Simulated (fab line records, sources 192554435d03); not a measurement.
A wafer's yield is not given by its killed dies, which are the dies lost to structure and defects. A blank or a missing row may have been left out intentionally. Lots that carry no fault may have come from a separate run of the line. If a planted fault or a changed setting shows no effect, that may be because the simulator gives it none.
fab line records ; flow n5-finfet ; part 1 of 2: steps 1 to 13 of 22
record: lots: 5; wafers: 15; last-day: 17
route steps=1938 shown BEOL_M1@787
lots that met no fault: taken from a fault-free run of the same line
start-h: start of the lot's first displayed wafer, in hours after the record's first day ; wait-h: how many hours have passed since the lot's step before this one ; " identical to the entry in the row above ; L1.1+2: several wafers, shown together as one row ; - no value, or no start given ; * or withheld: withheld ; < > ~ a bound
route shown NAME@n: NAME is a module with steps in the file, n the number in the route of the first one ; usual: mean/standard deviation taken from wafers without a fault ; same: alike in all rows ; chamber/n: place in a boat ; sites: per-site readings ; _std_site: their standard deviation ; _edge_site: outer sites' mean less inner sites' ; radius-mm: how far each site lies from the wafer's centre ; mask NAME#n: copy n ; behind: the most recent tool/chamber to have shaped the wafer ; hold: why the lot was held/for how many hours/how that ended ; device: which transistor (n, p or np) failed to switch ; end of line: at the end of the route, the tests of the same wafers ; where a step has no rows: the recipe by itself ; killed: not the wafer's yield, but the dies lost to structure and defects at the first sort ; map: the dies of a wafer, with x for killed, . for not killed, _ for no die there
set.NAME: setting as actually run; set.NAME@STEP: the setting as run at that earlier step ; model.NAME: the simulator's own value behind a step, which no gauge read
lots at selected steps of the route; one table per step, one row per wafer
services: from which hour (start-h, from the record's first day; less than 0 if before it) a tool's chamber was out of use, for how many hours, and why
== steps ==
step: N5_BEOL_M1_OVL_MEAS_29
recipe: points-per-wafer: 522
usual: V0_OVL: 0.1/0.74
lot.wafer;tool;chamber;start-h;wait-h;V0_OVL[nm]
L080.2;overlay-01;0;159.31;0.0;-0.1
L080.5;overlay-01;0;159.31;0.0;-0.4
L080.6;overlay-01;0;159.31;0.0;0.0
L079.1;overlay-01;0;159.56;0.0;0.7
L079.4;overlay-01;0;159.56;0.0;1.0
L079.6;overlay-01;0;159.56;0.0;1.2
L084.1;overlay-02;0;181.48;0.0;0.0
L084.2;overlay-02;0;181.48;0.0;-0.1
L084.5;overlay-02;0;181.48;0.0;-0.5
L087.2;overlay-02;0;201.14;0.0;0.2
L087.3;overlay-02;0;201.14;0.0;0.4
L087.6;overlay-02;0;201.14;0.0;-0.4
L091.2;overlay-02;0;225.27;0.0;0.9
L091.3;overlay-02;0;225.27;0.0;0.3
L091.5;overlay-02;0;225.27;0.0;0.0
step: N5_BEOL_M1_INSPECT_30
recipe: mode: adi; inspect-instrument: brightfield
usual: raw-defect-count: 442/120
lot.wafer;tool;chamber;start-h;wait-h;raw-defect-count
L080.2;defect-inspect-01;-;159.37;0.0;442
L080.5;defect-inspect-01;-;159.37;0.0;477
L080.6;defect-inspect-01;-;159.37;0.0;500
L079.1;defect-inspect-02;-;159.62;0.1;330
L079.4;defect-inspect-02;-;159.62;0.1;396
L079.6;defect-inspect-02;-;159.62;0.1;260
L084.1;defect-inspect-01;-;181.54;0.1;352
L084.2;defect-inspect-01;-;181.54;0.1;329
L084.5;defect-inspect-01;-;181.54;0.1;329
L087.2;defect-inspect-02;-;201.19;0.0;734
L087.3;defect-inspect-02;-;201.19;0.0;533
L087.6;defect-inspect-02;-;201.19;0.0;623
L091.2;defect-inspect-02;-;225.32;0.0;442
L091.3;defect-inspect-02;-;225.32;0.0;450
L091.5;defect-inspect-02;-;225.32;0.0;474
step: N5_BEOL_M1_DESCUM_33
recipe: chemistry: O2; time-s: 7; source-power-w: 50; bias-power-w: 20; pressure-mtorr: 20; rf-frequency-hz: 2.712e+07; temp-c: 40; resist: CAR-EUV; o2-flow-sccm: 225
usual: chamber-pressure-mTorr: 19.999/0.018; drypump-motor-current-A: 5.9/0.34; oes-product-au: 0.80/0.1; rf-vpp-V: 243.7/1.3; showerhead-plenum-p-Torr: 2.13/0.067; throttle-valve-pct: 20.49/0.2
lot.wafer;tool;chamber;start-h;wait-h;chamber-pressure-mTorr;drypump-motor-current-A;oes-product-au;rf-hours-counter-h;rf-vpp-V;showerhead-plenum-p-Torr;throttle-valve-pct
L080.2;rie-diel-02;0;159.40;0.0;19.980;5.4;0.76;154;244.1;2.17;20.83
L080.5;rie-diel-02;2;159.40;0.0;20.003;6.2;0.69;-;242.8;2.07;20.28
L080.6;rie-diel-02;3;159.40;0.0;20.016;6.2;0.93;-;245.4;2.24;20.37
L079.1;rie-diel-01;3;159.65;0.0;19.976;5.8;0.87;46;243.2;2.12;20.37
L079.4;rie-diel-01;1;159.65;0.0;20.013;5.8;0.70;242;242.8;2.17;20.97
L079.6;rie-diel-01;2;159.65;0.0;20.026;5.8;0.70;-;241.8;1.97;20.64
L084.1;rie-diel-01;1;181.57;0.0;19.979;5.8;0.69;250;244.8;2.16;20.98
L084.2;rie-diel-01;0;181.57;0.0;19.997;6.3;0.86;52;243.9;2.11;20.51
L084.5;rie-diel-01;0;181.57;0.0;20.009;6.3;0.86;-;244.9;2.11;20.53
L087.2;rie-diel-05;3;201.22;0.0;19.984;5.7;0.68;240;243.0;2.15;20.70
L087.3;rie-diel-05;0;201.22;0.0;19.987;6.1;0.69;219;244.4;2.15;20.51
L087.6;rie-diel-05;0;201.22;0.0;20.006;6.1;0.69;-;243.4;2.15;20.51
L091.2;rie-diel-05;2;225.35;0.0;19.993;5.0;0.74;185;241.3;2.00;20.35
L091.3;rie-diel-05;1;225.35;0.0;19.971;6.1;0.75;147;243.9;2.08;20.41
L091.5;rie-diel-05;3;225.35;0.0;19.978;5.8;0.67;-;244.5;2.15;20.70
step: N5_BEOL_M1_ETCH_77
recipe: chemistry: N2/H2; target: underlayer; target-depth-a: 65; mask-material: CAR-EUV; time-s: 5.2; ion-energy-ev: 200; pressure-mtorr: 30; source-w: 840; bias-w: 150; n2-flow-sccm: 200; h2-flow-sccm: 200; ends: cleared
usual: bias-w: 150.1/0.41; chamber-pressure-mTorr: 30.00/0.044; drypump-motor-current-A: 5.9/0.34; etch-rf-on-time-s: 5.21/0.11; h2-flow-sccm: 200.1/0.6; oes-product-au: 0.68/0.089; rf-vpp-V: 525.0/2.7; showerhead-plenum-p-Torr: 2.58/0.082; throttle-valve-pct: 17.91/0.23
lot.wafer;tool;chamber;start-h;wait-h;bias-w;chamber-pressure-mTorr;drypump-motor-current-A;etch-rf-on-time-s;h2-flow-sccm;oes-product-au;rf-hours-counter-h;rf-vpp-V;showerhead-plenum-p-Torr;throttle-valve-pct
L080.2;rie-diel-02;0;159.43;0.0;150.3;29.93;5.5;5.40;199.9;0.64;154;528.4;2.64;18.24
L080.5;rie-diel-02;2;159.43;0.0;149.6;29.99;6.1;5.29;199.8;0.58;-;522.8;2.53;17.83
L080.6;rie-diel-02;3;159.43;0.0;149.9;29.93;6.3;5.08;200.2;0.80;-;529.4;2.71;17.79
L079.1;rie-diel-01;3;159.69;0.0;150.2;29.95;5.8;5.16;201.1;0.75;46;524.3;2.58;17.74
L079.4;rie-diel-01;1;159.69;0.0;150.6;29.95;5.8;5.18;200.0;0.60;242;527.2;2.63;18.36
L079.6;rie-diel-01;2;159.69;0.0;150.3;30.03;5.8;5.21;199.3;0.60;-;520.5;2.38;17.97
L084.1;rie-diel-01;1;181.61;0.0;149.6;30.00;5.8;5.22;200.0;0.59;250;525.5;2.62;18.35
L084.2;rie-diel-01;0;181.61;0.0;149.4;29.97;6.3;5.20;200.3;0.74;52;526.9;2.60;18.09
L084.5;rie-diel-01;0;181.61;0.0;149.7;29.95;6.3;5.26;200.5;0.72;-;523.0;2.60;18.12
L087.2;rie-diel-05;3;201.26;0.0;150.1;30.04;5.7;5.23;200.0;0.58;240;525.9;2.60;18.06
L087.3;rie-diel-05;0;201.26;0.0;150.6;29.97;6.1;5.42;200.4;0.58;219;525.5;2.62;18.09
L087.6;rie-diel-05;0;201.26;0.0;149.9;29.98;6.1;5.42;200.3;0.58;-;524.7;2.62;18.09
L091.2;rie-diel-05;2;225.39;0.0;150.2;30.00;5.0;5.07;200.3;0.63;185;520.1;2.41;17.64
L091.3;rie-diel-05;1;225.39;0.0;149.9;29.96;6.0;5.21;200.1;0.65;147;524.1;2.53;17.77
L091.5;rie-diel-05;3;225.39;0.0;149.8;29.97;5.8;5.25;200.7;0.59;-;526.3;2.59;18.05
step: N5_BEOL_M1_ETCH_69
recipe: chemistry: CF4; target: SiARC; target-depth-a: 156; mask-material: CAR-EUV; time-s: 26; ion-energy-ev: 80; pressure-mtorr: 40; source-w: 545; bias-w: 36; Ar_flow_sccm: 100; cf4-flow-sccm: 100; ends: cleared
usual: bias-w: 36.00/0.11; chamber-pressure-mTorr: 40.00/0.035; drypump-motor-current-A: 5.9/0.34; etch-rf-on-time-s: 26.0/0.5; oes-product-au: 0.68/0.09; rf-vpp-V: 184.5/1.2; showerhead-plenum-p-Torr: 2.18/0.062; throttle-valve-pct: 15.71/0.2
lot.wafer;tool;chamber;start-h;wait-h;bias-w;chamber-pressure-mTorr;drypump-motor-current-A;etch-rf-on-time-s;oes-product-au;rf-hours-counter-h;rf-vpp-V;showerhead-plenum-p-Torr;throttle-valve-pct
L080.2;rie-diel-02;0;159.45;0.0;35.96;40.02;5.5;26.7;0.64;154;185.1;2.22;16.00
L080.5;rie-diel-02;2;159.45;0.0;35.94;39.98;6.2;26.5;0.59;-;184.6;2.13;15.60
L080.6;rie-diel-02;3;159.45;0.0;36.02;40.04;6.3;25.0;0.81;-;186.4;2.26;15.37
L079.1;rie-diel-01;3;159.70;0.0;35.85;40.01;5.8;25.7;0.75;46;184.4;2.18;15.62
L079.4;rie-diel-01;1;159.70;0.0;35.90;39.96;5.8;25.4;0.61;242;184.7;2.20;16.07
L079.6;rie-diel-01;2;159.70;0.0;36.12;40.04;5.8;26.3;0.59;-;182.1;2.02;15.88
L084.1;rie-diel-01;1;181.62;0.0;35.93;39.96;5.8;25.9;0.59;250;185.2;2.20;16.07
L084.2;rie-diel-01;0;181.62;0.0;36.12;39.96;6.3;26.2;0.73;52;184.0;2.18;15.79
L084.5;rie-diel-01;0;181.62;0.0;36.07;39.94;6.3;26.2;0.73;-;182.5;2.18;15.80
L087.2;rie-diel-05;3;201.27;0.0;36.09;39.96;5.8;26.4;0.59;240;185.6;2.19;15.92
L087.3;rie-diel-05;0;201.27;0.0;36.09;40.02;6.1;27.0;0.58;219;185.7;2.22;15.89
L087.6;rie-diel-05;0;201.27;0.0;35.97;39.99;6.1;27.2;0.58;-;184.9;2.22;15.88
L091.2;rie-diel-05;2;225.40;0.0;35.83;40.03;5.0;26.2;0.62;185;183.3;2.05;15.57
L091.3;rie-diel-05;1;225.40;0.0;36.08;40.02;6.0;26.6;0.64;147;183.7;2.14;15.66
L091.5;rie-diel-05;3;225.40;0.0;36.02;40.00;5.7;26.5;0.58;-;183.2;2.19;15.92
step: N5_BEOL_M1_ALD_98
recipe: material: SiO2; target-thk-a: 25; temp-c: 100; ald-precursor-family: BDEAS; ald-co-reactant: O2-plasma; pulse-time-s: 1; co-reactant-pulse-time-s: 1; purge-time-s: 2; co-reactant-purge-time-s: 2; ald-cycles: 17; pressure-torr: 2
usual: heater-power-w: 80/9.2; precursor-pulse-height-rel: 1.002/0.019
lot.wafer;tool;chamber;start-h;wait-h;heater-power-w;precursor-pulse-height-rel
L080.2;ald-sin-03;2;159.55;0.1;85;0.974
L080.5;ald-sin-03;1;159.55;0.1;77;1.012
L080.6;ald-sin-03;2;159.55;0.1;88;1.027
L079.1;ald-sin-03;3;159.79;0.1;60;1.024
L079.4;ald-sin-03;1;159.79;0.1;78;0.978
L079.6;ald-sin-03;2;159.79;0.1;86;1.009
L084.1;ald-sin-01;1;181.93;0.3;92;1.005
L084.2;ald-sin-01;2;181.93;0.3;71;0.983
L084.5;ald-sin-01;3;181.93;0.3;70;0.985
L087.2;ald-sin-02;3;201.44;0.1;88;0.973
L087.3;ald-sin-02;1;201.44;0.1;95;0.970
L087.6;ald-sin-02;3;201.44;0.1;86;1.014
L091.2;ald-sin-01;2;225.62;0.2;69;0.997
L091.3;ald-sin-01;3;225.62;0.2;72;1.041
L091.5;ald-sin-01;2;225.62;0.2;69;1.004
step: N5_BEOL_M1_ETCHBACK_99
recipe: chemistry: CHF3; target: SiO2; target-depth-a: 50; time-s: 10.4; source-w: 215; bias-w: 47; Ar_flow_sccm: 200; CHF3_flow_sccm: 12; ion-energy-ev: 100; pressure-mtorr: 30
usual: bias-w: 47.00/0.14; chamber-pressure-mTorr: 30.000/0.025; drypump-motor-current-A: 5.95/0.29; oes_ar_750_au: 0.83/0.098; oes-product-au: 0.83/0.1; rf-vpp-V: 241/5.4; showerhead-plenum-p-Torr: 2.21/0.051; throttle-valve-pct: 17.13/0.22
lot.wafer;tool;chamber;start-h;wait-h;bias-w;chamber-pressure-mTorr;drypump-motor-current-A;oes_ar_750_au;oes-product-au;rf-hours-counter-h;rf-vpp-V;showerhead-plenum-p-Torr;throttle-valve-pct
L080.2;rie-diel-02;2;161.32;1.7;46.72;29.990;6.17;0.69;0.69;207;242;2.12;16.94
L080.5;rie-diel-02;0;161.32;1.7;47.06;29.992;5.46;0.75;0.75;-;243;2.22;17.41
L080.6;rie-diel-02;3;161.32;1.7;47.07;29.997;6.22;0.93;0.92;-;236;2.28;16.85
L079.1;rie-diel-02;0;166.09;6.3;47.25;29.982;5.47;0.74;0.75;157;243;2.22;17.43
L079.4;rie-diel-02;2;166.09;6.3;46.95;29.988;6.14;0.68;0.68;208;242;2.12;16.98
L079.6;rie-diel-02;1;166.09;6.3;46.79;29.996;5.69;0.95;0.95;-;244;2.22;16.87
L084.1;rie-diel-01;3;198.03;16.1;47.08;30.001;5.86;0.85;0.85;63;244;2.19;17.10
L084.2;rie-diel-01;2;198.03;16.1;47.04;29.979;5.84;0.99;1.02;4;241;2.28;16.83
L084.5;rie-diel-01;2;198.03;16.1;46.97;29.989;5.87;0.99;1.02;-;241;2.28;16.80
L087.2;rie-diel-01;0;223.00;21.5;46.86;29.956;6.31;0.83;0.84;69;249;2.19;17.31
L087.3;rie-diel-01;1;223.00;21.5;47.13;30.007;5.80;0.98;0.97;1;232;2.22;17.06
L087.6;rie-diel-01;0;223.00;21.5;46.82;29.993;6.31;0.82;0.84;-;248;2.19;17.31
L091.2;rie-diel-01;2;227.59;1.9;46.98;30.043;5.87;0.95;0.98;15;242;2.27;16.83
L091.3;rie-diel-01;1;227.59;1.9;47.17;29.990;5.81;0.97;0.96;2;231;2.22;17.07
L091.5;rie-diel-01;0;227.59;1.9;47.13;30.014;6.30;0.83;0.84;-;249;2.19;17.31
step: N5_BEOL_M1_ETCH_70
recipe: chemistry: N2/H2; target: SOC; target-depth-a: 800; overetch-a: 160; mask-material: SiARC; temp-c: 40; time-s: 120; ion-energy-ev: 200; pressure-mtorr: 30; source-w: 840; bias-w: 150; n2-flow-sccm: 200; h2-flow-sccm: 200
usual: bias-w: 150.0/0.44; chamber-pressure-mTorr: 29.998/0.025; drypump-motor-current-A: 5.95/0.29; h2-flow-sccm: 200.0/0.52; oes-product-au: 0.64/0.071; rf-vpp-V: 525.8/1.9; showerhead-plenum-p-Torr: 2.61/0.062; throttle-valve-pct: 17.87/0.24
lot.wafer;tool;chamber;start-h;wait-h;bias-w;chamber-pressure-mTorr;drypump-motor-current-A;h2-flow-sccm;oes-product-au;rf-hours-counter-h;rf-vpp-V;showerhead-plenum-p-Torr;throttle-valve-pct
L080.2;rie-diel-02;2;161.36;0.0;150.1;29.946;6.17;201.1;0.53;207;523.6;2.53;17.79
L080.5;rie-diel-02;0;161.36;0.0;150.8;29.990;5.48;200.2;0.59;-;527.4;2.64;18.20
L080.6;rie-diel-02;3;161.36;0.0;149.6;30.005;6.24;200.9;0.70;-;527.9;2.71;17.73
L079.1;rie-diel-02;0;166.13;0.0;150.3;29.958;5.47;200.5;0.58;157;526.6;2.64;18.21
L079.4;rie-diel-02;2;166.13;0.0;149.2;29.998;6.18;199.3;0.53;208;522.6;2.53;17.80
L079.6;rie-diel-02;1;166.13;0.0;150.7;30.033;5.73;199.8;0.73;-;524.5;2.60;17.55
L084.1;rie-diel-01;3;198.07;0.0;149.9;30.000;5.88;200.1;0.66;63;523.8;2.57;17.73
L084.2;rie-diel-01;2;198.07;0.0;150.3;30.026;5.87;200.1;0.77;4;529.2;2.69;17.47
L084.5;rie-diel-01;2;198.07;0.0;150.3;29.992;5.86;199.6;0.75;-;528.4;2.69;17.46
L087.2;rie-diel-01;0;223.04;0.0;150.2;29.997;6.30;199.7;0.64;69;524.6;2.60;18.09
L087.3;rie-diel-01;1;223.04;0.0;149.0;30.004;5.81;199.3;0.75;1;526.6;2.62;17.84
L087.6;rie-diel-01;0;223.04;0.0;150.4;29.991;6.30;199.8;0.64;-;524.8;2.60;18.09
L091.2;rie-diel-01;2;227.63;0.0;150.3;30.012;5.79;200.3;0.73;15;528.5;2.69;17.48
L091.3;rie-diel-01;1;227.63;0.0;150.2;30.024;5.81;199.0;0.74;2;524.7;2.62;17.82
L091.5;rie-diel-01;0;227.63;0.0;150.0;29.981;6.30;199.9;0.64;-;525.0;2.60;18.11
step: N5_BEOL_M1_STRIP_71
recipe: chemistry: N2/H2; temp-c: 40; n2-flow-sccm: 200; h2-flow-sccm: 200; rf-frequency-hz: 6e+07
lot.wafer;tool;chamber;start-h;wait-h
L080.2+5+6;rie-diel-02;2,0,3;161.44;0.0
L079.1+4+6;rie-diel-02;0,2,1;166.21;0.0
L084.1+2+5;rie-diel-01;3,2,2;198.15;0.0
L087.2+3+6;rie-diel-01;0,1,0;223.12;0.0
L091.2+3+5;rie-diel-01;2,1,0;227.71;0.0
step: N5_BEOL_M1_STRIP_78
recipe: chemistry: N2/H2; temp-c: 40; n2-flow-sccm: 200; h2-flow-sccm: 200; rf-frequency-hz: 6e+07
lot.wafer;tool;chamber;start-h;wait-h
L080.2+5+6;rie-diel-02;2,0,3;161.45;0.0
L079.1+4+6;rie-diel-02;0,2,1;166.22;0.0
L084.1+2+5;rie-diel-01;3,2,2;198.16;0.0
L087.2+3+6;rie-diel-01;0,1,0;223.13;0.0
L091.2+3+5;rie-diel-01;2,1,0;227.72;0.0
step: N5_BEOL_M1_VIA_ETCH_34
recipe: chemistry: C4F6/O2; target-depth-a: 678; mask-material: SOC; pressure-mtorr: 15; ion-energy-ev: 250; taper-deg: 4; time-s: 64.4; source-w: 350; bias-w: 170; Ar_flow_sccm: 300; C4F6_flow_sccm: 10; O2_flow_sccm: 10
usual: C4F6_flow_sccm: 10.00/0.032; bias-w: 170.0/0.46; chamber-pressure-mTorr: 15.000/0.014; drypump-motor-current-A: 5.95/0.29; oes_ar_750_au: 0.83/0.097; oes-product-au: 0.83/0.1; rf-vpp-V: 667/14; showerhead-plenum-p-Torr: 2.91/0.065; throttle-valve-pct: 30.84/0.26
lot.wafer;tool;chamber;start-h;wait-h;C4F6_flow_sccm;bias-w;chamber-pressure-mTorr;drypump-motor-current-A;oes_ar_750_au;oes-product-au;rf-hours-counter-h;rf-vpp-V;showerhead-plenum-p-Torr;throttle-valve-pct
L080.2;rie-diel-02;2;161.46;0.0;10.04;170.4;15.022;6.16;0.69;0.69;207;668;2.81;30.49
L080.5;rie-diel-02;0;161.46;0.0;10.04;170.3;14.988;5.47;0.74;0.74;-;671;2.93;31.14
L080.6;rie-diel-02;3;161.46;0.0;9.99;169.8;15.027;6.27;0.93;0.93;-;653;3.00;30.64
L079.1;rie-diel-02;0;166.23;0.0;9.96;169.6;15.015;5.46;0.75;0.75;157;671;2.93;31.16
L079.4;rie-diel-02;2;166.23;0.0;10.01;170.6;14.996;6.18;0.68;0.69;208;669;2.80;30.51
L079.6;rie-diel-02;1;166.23;0.0;9.99;170.3;14.988;5.72;0.94;0.96;-;674;2.93;30.91
L084.1;rie-diel-01;3;198.17;0.0;10.02;169.9;14.999;5.83;0.86;0.86;63;673;2.88;30.79
L084.2;rie-diel-01;2;198.17;0.0;9.99;169.7;14.996;5.88;0.98;1.02;4;671;3.00;30.43
L084.5;rie-diel-01;2;198.17;0.0;10.00;169.9;14.992;5.85;1.00;1.01;-;668;3.00;30.43
L087.2;rie-diel-01;0;223.14;0.0;10.02;170.6;14.987;6.33;0.83;0.84;69;685;2.89;31.05
L087.3;rie-diel-01;1;223.14;0.0;9.98;170.0;14.974;5.82;0.98;0.97;1;639;2.93;30.92
L087.6;rie-diel-01;0;223.14;0.0;10.01;169.9;15.004;6.34;0.82;0.84;-;684;2.89;31.04
L091.2;rie-diel-01;2;227.73;0.0;10.01;169.5;14.984;5.88;0.95;0.96;15;669;3.00;30.42
L091.3;rie-diel-01;1;227.73;0.0;10.00;170.1;15.008;5.82;0.96;0.96;2;639;2.93;30.93
L091.5;rie-diel-01;0;227.73;0.0;9.98;170.1;15.005;6.32;0.84;0.84;-;685;2.89;31.05
step: N5_BEOL_M1_STRIP_83
recipe: chemistry: C4F6/O2; resist: SiARC; rf-frequency-hz: 6e+07
lot.wafer;tool;chamber;start-h;wait-h
L080.2+5+6;rie-diel-02;2,0,3;161.51;0.0
L079.1+4+6;rie-diel-02;0,2,1;166.28;0.0
L084.1+2+5;rie-diel-01;3,2,2;198.22;0.0
L087.2+3+6;rie-diel-01;0,1,0;223.19;0.0
L091.2+3+5;rie-diel-01;2,1,0;227.78;0.0
step: N5_BEOL_M1_STRIP_36
recipe: chemistry: N2/H2; power-w: 450; temp-c: 40; pressure-mtorr: 20; rf-frequency-hz: 6e+07; overash-fraction: 0.3; bias-power-w: 7; h2-frac: 0.5; n2-flow-sccm: 200; h2-flow-sccm: 200
usual: chamber-pressure-mTorr: 20.003/0.029; drypump-motor-current-A: 5.95/0.29; h2-flow-sccm: 200.0/0.63; oes-product-au: 0.83/0.1; rf-vpp-V: 59.4/1.5; showerhead-plenum-p-Torr: 2.61/0.062; throttle-valve-pct: 23.70/0.27
lot.wafer;tool;chamber;start-h;wait-h;chamber-pressure-mTorr;drypump-motor-current-A;h2-flow-sccm;oes-product-au;rf-hours-counter-h;rf-vpp-V;showerhead-plenum-p-Torr;throttle-valve-pct
L080.2;rie-diel-02;2;161.52;0.0;19.975;6.17;199.5;0.68;207;59.0;2.53;23.59
L080.5;rie-diel-02;0;161.52;0.0;20.022;5.50;199.8;0.75;-;59.0;2.64;24.02
L080.6;rie-diel-02;3;161.52;0.0;19.982;6.27;200.5;0.92;-;59.7;2.70;23.72
L079.1;rie-diel-02;0;166.29;0.0;20.042;5.48;200.7;0.77;157;58.4;2.64;24.03
L079.4;rie-diel-02;2;166.29;0.0;20.017;6.19;200.6;0.70;208;61.6;2.53;23.59
L079.6;rie-diel-02;1;166.29;0.0;19.973;5.70;200.4;0.97;-;57.6;2.60;23.46
L084.1;rie-diel-01;3;198.23;0.0;20.004;5.83;199.3;0.85;63;60.9;2.56;23.45
L084.2;rie-diel-01;2;198.23;0.0;19.993;5.83;200.0;1.02;4;60.8;2.69;23.15
L084.5;rie-diel-01;2;198.23;0.0;20.054;5.84;200.0;1.02;-;59.5;2.69;23.17
L087.2;rie-diel-01;0;223.20;0.0;20.003;6.35;200.4;0.84;69;60.9;2.59;23.93
L087.3;rie-diel-01;1;223.20;0.0;19.994;5.81;200.1;0.96;1;58.9;2.62;23.72
L087.6;rie-diel-01;0;223.20;0.0;20.019;6.34;200.2;0.83;-;57.4;2.59;23.96
L091.2;rie-diel-01;2;227.79;0.0;20.024;5.85;200.9;0.97;15;59.2;2.68;23.20
L091.3;rie-diel-01;1;227.79;0.0;19.976;5.82;200.2;0.97;2;59.6;2.62;23.74
L091.5;rie-diel-01;0;227.79;0.0;19.999;6.31;199.6;0.83;-;61.7;2.59;23.92
